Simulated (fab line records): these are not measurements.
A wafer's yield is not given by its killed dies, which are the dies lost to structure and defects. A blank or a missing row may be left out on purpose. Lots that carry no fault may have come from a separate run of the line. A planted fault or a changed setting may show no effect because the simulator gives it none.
Split-lot trial ; flow n5_finfet ; on a route of 1938 steps: 7 lots, 39 wafers read

== SPLIT DETAILS ==
At N5_BEOL_M9_ETCH_66 (etches SOC in N2/H2, target depth 80 nm, overetch 16 nm, time 120 s), the setting time_s was moved away from the recipe's 120 s on 15 of the 39 wafers read, by -55.9% to +52.7%. The other wafers ran this setting at the recipe's value.

The split's own step is where the reading is taken.

== THE READING ==
SiARC_of_BEOL_M9_COAT_64.thk_nm (the simulator's own value, which no gauge read), in nm, at N5_BEOL_M9_ETCH_66 (etches SOC in N2/H2, target depth 80 nm, overetch 16 nm, time 120 s). No usual value for it is given in the file. Here, 24 wafers ran the recipe; their average is 6.3 nm with a standard deviation of 0.14 nm.

wafer;tool, chamber at the split;time_s as run, s;against the recipe;SiARC_of_BEOL_M9_COAT_64.thk_nm, nm;against lot-mates on the recipe
L079.2;rie_diel-04, 3;120;recipe;6.4;-
L079.3;rie_diel-04, 2;120;recipe;6.2;-
L079.5;rie_diel-04, 0;120;recipe;6.2;-
L083.1;rie_diel-06, 2;120;recipe;6.2;-
L083.2;rie_diel-06, 1;159.6;+33.0%;4.8;-1.4
L083.3;rie_diel-06, 3;159.6;+33.0%;4.4;-1.8
L083.4;rie_diel-06, 0;120;recipe;6.2;-
L083.5;rie_diel-06, 2;120;recipe;6.2;-
L083.6;rie_diel-06, 1;159.6;+33.0%;4.8;-1.4
L084.1;rie_diel-06, 0;120;recipe;6.2;-
L084.2;rie_diel-06, 1;120;recipe;6.6;-
L084.3;rie_diel-06, 3;63.32;-47.2%;9;+2.7
L084.4;rie_diel-06, 2;63.32;-47.2%;8.8;+2.5
L084.5;rie_diel-06, 3;63.32;-47.2%;9;+2.7
L084.6;rie_diel-06, 2;120;recipe;6.2;-
L085.1;rie_diel-04, 2;66.86;-44.3%;8.8;+2.6
L085.2;rie_diel-04, 0;120;recipe;6.2;-
L085.3;rie_diel-04, 1;120;recipe;6.2;-
L085.4;rie_diel-04, 3;66.86;-44.3%;9;+2.8
L085.5;rie_diel-04, 0;66.86;-44.3%;8.8;+2.6
L085.6;rie_diel-04, 3;120;recipe;6.2;-
L087.1;rie_diel-06, 1;120;recipe;6.6;-
L087.2;rie_diel-06, 0;120;recipe;6.4;-
L087.3;rie_diel-06, 2;120;recipe;6.2;-
L087.4;rie_diel-06, 3;120;recipe;6.4;-
L087.5;rie_diel-06, 0;120;recipe;6.4;-
L087.6;rie_diel-06, 1;120;recipe;6.6;-
L088.1;rie_diel-04, 3;183.2;+52.7%;3.4;-2.9
L088.2;rie_diel-04, 0;183.2;+52.7%;3.2;-3.1
L088.3;rie_diel-04, 1;120;recipe;6.4;-
L088.4;rie_diel-04, 2;183.2;+52.7%;3.4;-2.9
L088.5;rie_diel-04, 0;120;recipe;6.2;-
L088.6;rie_diel-04, 1;120;recipe;6.4;-
L092.1;rie_diel-06, 0;52.89;-55.9%;9.4;+3.1
L092.2;rie_diel-06, 3;120;recipe;6.4;-
L092.3;rie_diel-06, 1;52.89;-55.9%;9.6;+3.3
L092.4;rie_diel-06, 0;120;recipe;6.2;-
L092.5;rie_diel-06, 1;52.89;-55.9%;9.6;+3.3
L092.6;rie_diel-06, 3;120;recipe;6.4;-

THE FIT
A straight line over all 39 wafers: SiARC_of_BEOL_M9_COAT_64.thk_nm changes by -0.056 nm for each +1% of time_s; r = -1.00; the points scatter about the line by 0.15 nm.
The same after taking each lot's own level away (the mean of its wafers on the recipe; 39 wafers): -0.056 nm for each +1%; r = -1.00; scatter 0.16 nm.
The reading moves by 3.1 nm for the largest change in time_s, on that fit.
The lots' own levels span 6.20 to 6.43 nm, that is 1.7 times the standard deviation above.
The two slopes are in agreement: the lot-to-lot level therefore moves the slope only a little.
Check: for one of the wafers moved furthest among these (-55.9%), held out of the fit, the line's prediction against its lot-mates is +3.18 nm. It came out at +3.07 nm against them.

== OTHER SPLITS ON THESE WAFERS ==
Note: prior to the reading, these wafers also went through further splits. Each is held against what the fit with the lots' levels taken away leaves over:
other split on the same wafers;wafers away from the commonest value;r with SiARC_of_BEOL_M9_COAT_64.thk_nm (lot level and that fit taken away)
N5_BEOL_M4_TRENCH_ETCH_37 target_depth_a;12;-0.34
N5_BEOL_M4_DEP_57 time_s;15;+0.03
N5_BEOL_M7_ETCH_66 time_s;12;+0.17

== THE WHOLE CHAIN: every reading that the file lists as answering this split, in the file's order ==
step;what it does;reading;change (the file's fit);r (the file's)
N5_BEOL_M9_ETCH_66;etches SOC in N2/H2, target depth 80 nm, overetch 16 nm, time 120 s;etch.depth_nm (the simulator's own value, which no gauge read);not straight: 41.88 at the lowest setting, 59.87 at the recipe, 59.89 at the highest;not given
N5_BEOL_M9_ETCH_66;etches SOC in N2/H2, target depth 80 nm, overetch 16 nm, time 120 s;SiARC_of_BEOL_M9_COAT_64.thk_nm (the simulator's own value, which no gauge read);-0.0562 nm for each +1% of the setting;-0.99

== FILE'S OWN FIT ==
SiARC_of_BEOL_M9_COAT_64.thk_nm changes by -0.0562 nm for each +1% of time_s, r = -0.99.
